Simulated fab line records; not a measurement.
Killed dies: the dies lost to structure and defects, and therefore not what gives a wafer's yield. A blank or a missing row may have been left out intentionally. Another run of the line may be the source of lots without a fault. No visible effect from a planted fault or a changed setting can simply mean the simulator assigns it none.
Matching of chambers || flow nand harc || ald metal-03 running NHARC_A_WL_FILL_ALD_02: 4 sister chambers
The step deposits TiN, target thk 2 nm, pulse time 3 s, ald cycles 100. 8 wafers are shown with their chamber, then 9 later ones without.

WAFERS WITH THEIR CHAMBER
{"wafer": "L081.4", "chamber": 3, "heater power w (W)": 934, "precursor pulse height rel": 0.991}
{"wafer": "L084.3", "chamber": 3, "heater power w (W)": 953, "precursor pulse height rel": 0.980}
{"wafer": "L085.1", "chamber": 2, "heater power w (W)": 1110, "precursor pulse height rel": 1.014}
{"wafer": "L085.4", "chamber": 0, "heater power w (W)": 1032, "precursor pulse height rel": 1.048}
{"wafer": "L085.6", "chamber": 2, "heater power w (W)": 1143, "precursor pulse height rel": 0.980}
{"wafer": "L090.1", "chamber": 1, "heater power w (W)": 1171, "precursor pulse height rel": 0.990}
{"wafer": "L090.3", "chamber": 0, "heater power w (W)": 1017, "precursor pulse height rel": 1.026}
{"wafer": "L090.5", "chamber": 1, "heater power w (W)": 1202, "precursor pulse height rel": 0.971}

WAFERS WHOSE CHAMBER IS MISSING
{"wafer": "L092.2", "heater power w (W)": 1143, "precursor pulse height rel": 0.973}
{"wafer": "L092.3", "heater power w (W)": 1206, "precursor pulse height rel": 1.015}
{"wafer": "L092.6", "heater power w (W)": 1130, "precursor pulse height rel": 0.971}
{"wafer": "L095.1", "heater power w (W)": 1121, "precursor pulse height rel": 1.010}
{"wafer": "L095.2", "heater power w (W)": 997, "precursor pulse height rel": 0.980}
{"wafer": "L095.3", "heater power w (W)": 950, "precursor pulse height rel": 1.012}
{"wafer": "L093.1", "heater power w (W)": 1048, "precursor pulse height rel": 0.975}
{"wafer": "L093.3", "heater power w (W)": 1180, "precursor pulse height rel": 0.996}
{"wafer": "L093.4", "heater power w (W)": 1145, "precursor pulse height rel": 0.994}

CHAMBER TAKEN BY EACH
{"wafer": "L092.2", "from the rows above": "can't be placed: 2 or 1", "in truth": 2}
{"wafer": "L092.3", "from the rows above": 1, "in truth": 1}
{"wafer": "L092.6", "from the rows above": "can't be placed: 2 or 1", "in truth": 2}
{"wafer": "L095.1", "from the rows above": 2, "in truth": 2}
{"wafer": "L095.2", "from the rows above": "can't be placed: 3 or 0", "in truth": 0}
{"wafer": "L095.3", "from the rows above": 3, "in truth": 3}
{"wafer": "L093.1", "from the rows above": "can't be placed: 0 or 2 or 3", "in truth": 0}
{"wafer": "L093.3", "from the rows above": "can't be placed: 1 or 2", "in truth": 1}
{"wafer": "L093.4", "from the rows above": "can't be placed: 2 or 1", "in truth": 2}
3 of 9 placed correctly. Unplaceable from these rows: 6, with the true chamber sitting among the candidates in 6. Wrongly placed: 0.
How it was worked out, from the rows above alone: a wafer's distance from a chamber is the root of the sum, over the readings, of the square of ((its reading less the chamber's mean) divided by the reading's scatter). The wafer belongs to the nearest chamber; if the next one is less than 2 further off, it can't be placed. A chamber's mean is the mean of its shown wafers. The scatter: the root of (the sum of the squares of (reading less its chamber's mean) over the shown wafers, divided by (wafers less chambers)).
